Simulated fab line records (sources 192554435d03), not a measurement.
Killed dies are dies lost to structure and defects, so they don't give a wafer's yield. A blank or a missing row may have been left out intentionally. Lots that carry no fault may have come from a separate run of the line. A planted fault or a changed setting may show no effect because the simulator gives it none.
Split-lot experiment || flow n5_finfet || 7 lots, 39 wafers read, on a route of 1938 steps

## THE SPLIT
At N5_ZERO_LAYER_PECVD_02 (deposits SiO2 from SiH4/N2O, target thk 10 nm, time 6 s), the setting time_s was moved away from the recipe's 6 s on 15 of the 39 wafers read, by -53.9% to +35.6%. The other wafers ran this setting at the recipe's value.

The split's own step is where the reading is taken.

## THE READING
SiO2_of_ZERO_LAYER_PECVD_02.thk_nm (the simulator's own value, which no gauge read), in nm, at N5_ZERO_LAYER_PECVD_02 (deposits SiO2 from SiH4/N2O, target thk 10 nm, time 6 s). The file does not state a usual value for it. The 24 wafers here that ran the recipe average 10.131 nm, standard deviation 0.17 nm.

{"wafer": "L080.1", "tool, chamber at the split": "pecvd-03, 2", "time_s as run, s": 7.725, "against the recipe": "+28.7%", "SiO2_of_ZERO_LAYER_PECVD_02.thk_nm, nm": 12.73, "against lot-mates on the recipe": "+2.807"}
{"wafer": "L080.2", "tool, chamber at the split": "pecvd-03, 0", "time_s as run, s": 7.725, "against the recipe": "+28.7%", "SiO2_of_ZERO_LAYER_PECVD_02.thk_nm, nm": 12.59, "against lot-mates on the recipe": "+2.667"}
{"wafer": "L080.3", "tool, chamber at the split": "pecvd-03, 1", "time_s as run, s": 6, "against the recipe": "recipe", "SiO2_of_ZERO_LAYER_PECVD_02.thk_nm, nm": 9.82, "against lot-mates on the recipe": "-"}
{"wafer": "L080.4", "tool, chamber at the split": "pecvd-03, 0", "time_s as run, s": 7.725, "against the recipe": "+28.7%", "SiO2_of_ZERO_LAYER_PECVD_02.thk_nm, nm": 12.89, "against lot-mates on the recipe": "+2.967"}
{"wafer": "L080.5", "tool, chamber at the split": "pecvd-03, 2", "time_s as run, s": 6, "against the recipe": "recipe", "SiO2_of_ZERO_LAYER_PECVD_02.thk_nm, nm": 9.929, "against lot-mates on the recipe": "-"}
{"wafer": "L080.6", "tool, chamber at the split": "pecvd-03, 1", "time_s as run, s": 6, "against the recipe": "recipe", "SiO2_of_ZERO_LAYER_PECVD_02.thk_nm, nm": 10.02, "against lot-mates on the recipe": "-"}
{"wafer": "L083.1", "tool, chamber at the split": "pecvd-04, 1", "time_s as run, s": 7.969, "against the recipe": "+32.8%", "SiO2_of_ZERO_LAYER_PECVD_02.thk_nm, nm": 13.21, "against lot-mates on the recipe": "+2.947"}
{"wafer": "L083.2", "tool, chamber at the split": "pecvd-04, 0", "time_s as run, s": 7.969, "against the recipe": "+32.8%", "SiO2_of_ZERO_LAYER_PECVD_02.thk_nm, nm": 13.37, "against lot-mates on the recipe": "+3.107"}
{"wafer": "L083.3", "tool, chamber at the split": "pecvd-04, 2", "time_s as run, s": 6, "against the recipe": "recipe", "SiO2_of_ZERO_LAYER_PECVD_02.thk_nm, nm": 10.16, "against lot-mates on the recipe": "-"}
{"wafer": "L083.4", "tool, chamber at the split": "pecvd-04, 0", "time_s as run, s": 7.969, "against the recipe": "+32.8%", "SiO2_of_ZERO_LAYER_PECVD_02.thk_nm, nm": 13.69, "against lot-mates on the recipe": "+3.427"}
{"wafer": "L083.5", "tool, chamber at the split": "pecvd-04, 1", "time_s as run, s": 6, "against the recipe": "recipe", "SiO2_of_ZERO_LAYER_PECVD_02.thk_nm, nm": 10.32, "against lot-mates on the recipe": "-"}
{"wafer": "L083.6", "tool, chamber at the split": "pecvd-04, 2", "time_s as run, s": 6, "against the recipe": "recipe", "SiO2_of_ZERO_LAYER_PECVD_02.thk_nm, nm": 10.31, "against lot-mates on the recipe": "-"}
{"wafer": "L089.1", "tool, chamber at the split": "pecvd-04, 1", "time_s as run, s": 6, "against the recipe": "recipe", "SiO2_of_ZERO_LAYER_PECVD_02.thk_nm, nm": 10.04, "against lot-mates on the recipe": "-"}
{"wafer": "L089.2", "tool, chamber at the split": "pecvd-04, 0", "time_s as run, s": 6, "against the recipe": "recipe", "SiO2_of_ZERO_LAYER_PECVD_02.thk_nm, nm": 9.998, "against lot-mates on the recipe": "-"}
{"wafer": "L089.3", "tool, chamber at the split": "pecvd-04, 2", "time_s as run, s": 8.136, "against the recipe": "+35.6%", "SiO2_of_ZERO_LAYER_PECVD_02.thk_nm, nm": 13.62, "against lot-mates on the recipe": "+3.561"}
{"wafer": "L089.4", "tool, chamber at the split": "pecvd-04, 1", "time_s as run, s": 6, "against the recipe": "recipe", "SiO2_of_ZERO_LAYER_PECVD_02.thk_nm, nm": 10.14, "against lot-mates on the recipe": "-"}
{"wafer": "L089.5", "tool, chamber at the split": "pecvd-04, 0", "time_s as run, s": 8.136, "against the recipe": "+35.6%", "SiO2_of_ZERO_LAYER_PECVD_02.thk_nm, nm": 13.55, "against lot-mates on the recipe": "+3.491"}
{"wafer": "L089.6", "tool, chamber at the split": "pecvd-04, 2", "time_s as run, s": 8.136, "against the recipe": "+35.6%", "SiO2_of_ZERO_LAYER_PECVD_02.thk_nm, nm": 13.77, "against lot-mates on the recipe": "+3.711"}
{"wafer": "L090.1", "tool, chamber at the split": "pecvd-03, 1", "time_s as run, s": 2.768, "against the recipe": "-53.9%", "SiO2_of_ZERO_LAYER_PECVD_02.thk_nm, nm": 4.535, "against lot-mates on the recipe": -5.528}
{"wafer": "L090.2", "tool, chamber at the split": "pecvd-03, 2", "time_s as run, s": 6, "against the recipe": "recipe", "SiO2_of_ZERO_LAYER_PECVD_02.thk_nm, nm": 10, "against lot-mates on the recipe": "-"}
{"wafer": "L090.3", "tool, chamber at the split": "pecvd-03, 0", "time_s as run, s": 2.768, "against the recipe": "-53.9%", "SiO2_of_ZERO_LAYER_PECVD_02.thk_nm, nm": 4.504, "against lot-mates on the recipe": -5.559}
{"wafer": "L090.4", "tool, chamber at the split": "pecvd-03, 0", "time_s as run, s": 6, "against the recipe": "recipe", "SiO2_of_ZERO_LAYER_PECVD_02.thk_nm, nm": 10.07, "against lot-mates on the recipe": "-"}
{"wafer": "L090.5", "tool, chamber at the split": "pecvd-03, 2", "time_s as run, s": 6, "against the recipe": "recipe", "SiO2_of_ZERO_LAYER_PECVD_02.thk_nm, nm": 10.12, "against lot-mates on the recipe": "-"}
{"wafer": "L090.6", "tool, chamber at the split": "pecvd-03, 1", "time_s as run, s": 2.768, "against the recipe": "-53.9%", "SiO2_of_ZERO_LAYER_PECVD_02.thk_nm, nm": 4.675, "against lot-mates on the recipe": -5.388}
{"wafer": "L091.2", "tool, chamber at the split": "pecvd-04, 1", "time_s as run, s": 6, "against the recipe": "recipe", "SiO2_of_ZERO_LAYER_PECVD_02.thk_nm, nm": 10.05, "against lot-mates on the recipe": "-"}
{"wafer": "L091.4", "tool, chamber at the split": "pecvd-04, 0", "time_s as run, s": 6, "against the recipe": "recipe", "SiO2_of_ZERO_LAYER_PECVD_02.thk_nm, nm": 10.32, "against lot-mates on the recipe": "-"}
{"wafer": "L091.6", "tool, chamber at the split": "pecvd-04, 2", "time_s as run, s": 6, "against the recipe": "recipe", "SiO2_of_ZERO_LAYER_PECVD_02.thk_nm, nm": 10.22, "against lot-mates on the recipe": "-"}
{"wafer": "L092.1", "tool, chamber at the split": "pecvd-04, 1", "time_s as run, s": 6, "against the recipe": "recipe", "SiO2_of_ZERO_LAYER_PECVD_02.thk_nm, nm": 10.16, "against lot-mates on the recipe": "-"}
{"wafer": "L092.2", "tool, chamber at the split": "pecvd-04, 0", "time_s as run, s": 6, "against the recipe": "recipe", "SiO2_of_ZERO_LAYER_PECVD_02.thk_nm, nm": 10.04, "against lot-mates on the recipe": "-"}
{"wafer": "L092.3", "tool, chamber at the split": "pecvd-04, 2", "time_s as run, s": 6, "against the recipe": "recipe", "SiO2_of_ZERO_LAYER_PECVD_02.thk_nm, nm": 10.27, "against lot-mates on the recipe": "-"}
{"wafer": "L092.4", "tool, chamber at the split": "pecvd-04, 0", "time_s as run, s": 6, "against the recipe": "recipe", "SiO2_of_ZERO_LAYER_PECVD_02.thk_nm, nm": 10.38, "against lot-mates on the recipe": "-"}
{"wafer": "L092.5", "tool, chamber at the split": "pecvd-04, 1", "time_s as run, s": 6, "against the recipe": "recipe", "SiO2_of_ZERO_LAYER_PECVD_02.thk_nm, nm": 10.06, "against lot-mates on the recipe": "-"}
{"wafer": "L092.6", "tool, chamber at the split": "pecvd-04, 2", "time_s as run, s": 6, "against the recipe": "recipe", "SiO2_of_ZERO_LAYER_PECVD_02.thk_nm, nm": 10.63, "against lot-mates on the recipe": "-"}
{"wafer": "L094.1", "tool, chamber at the split": "pecvd-02, 2", "time_s as run, s": 6, "against the recipe": "recipe", "SiO2_of_ZERO_LAYER_PECVD_02.thk_nm, nm": 10.06, "against lot-mates on the recipe": "-"}
{"wafer": "L094.2", "tool, chamber at the split": "pecvd-02, 0", "time_s as run, s": 4.318, "against the recipe": "-28.0%", "SiO2_of_ZERO_LAYER_PECVD_02.thk_nm, nm": 7.303, "against lot-mates on the recipe": -2.727}
{"wafer": "L094.3", "tool, chamber at the split": "pecvd-02, 1", "time_s as run, s": 6, "against the recipe": "recipe", "SiO2_of_ZERO_LAYER_PECVD_02.thk_nm, nm": 10.01, "against lot-mates on the recipe": "-"}
{"wafer": "L094.4", "tool, chamber at the split": "pecvd-02, 0", "time_s as run, s": 4.318, "against the recipe": "-28.0%", "SiO2_of_ZERO_LAYER_PECVD_02.thk_nm, nm": 7.373, "against lot-mates on the recipe": -2.657}
{"wafer": "L094.5", "tool, chamber at the split": "pecvd-02, 2", "time_s as run, s": 4.318, "against the recipe": "-28.0%", "SiO2_of_ZERO_LAYER_PECVD_02.thk_nm, nm": 7.405, "against lot-mates on the recipe": -2.625}
{"wafer": "L094.6", "tool, chamber at the split": "pecvd-02, 1", "time_s as run, s": 6, "against the recipe": "recipe", "SiO2_of_ZERO_LAYER_PECVD_02.thk_nm, nm": 10.02, "against lot-mates on the recipe": "-"}

FIT RESULTS
A straight line over all 39 wafers: SiO2_of_ZERO_LAYER_PECVD_02.thk_nm changes by +0.1 nm for each +1% of time_s; r = +1.00; the points scatter about the line by 0.18 nm.
The same after taking each lot's own level away (the mean of its wafers on the recipe; 39 wafers): +0.0996 nm for each +1%; r = +1.00; scatter 0.14 nm.
Per that fit: largest time_s move, reading shift of 5.4 nm.
The span of the lots' own levels, 9.9230 to 10.2633 nm, comes to 2.0 times the standard deviation stated above.
Consequently the slope shifts little with the lot-to-lot level, the two slopes agreeing.
Check: -5.34 nm against its lot-mates is what the line predicts for one of the wafers moved furthest among these (-53.9%) when that wafer is left out of the fit. It came out at -5.53 nm against them.

## THE FILE'S OWN FIT
SiO2_of_ZERO_LAYER_PECVD_02.thk_nm changes by +0.0996 nm for each +1% of time_s, r = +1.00.
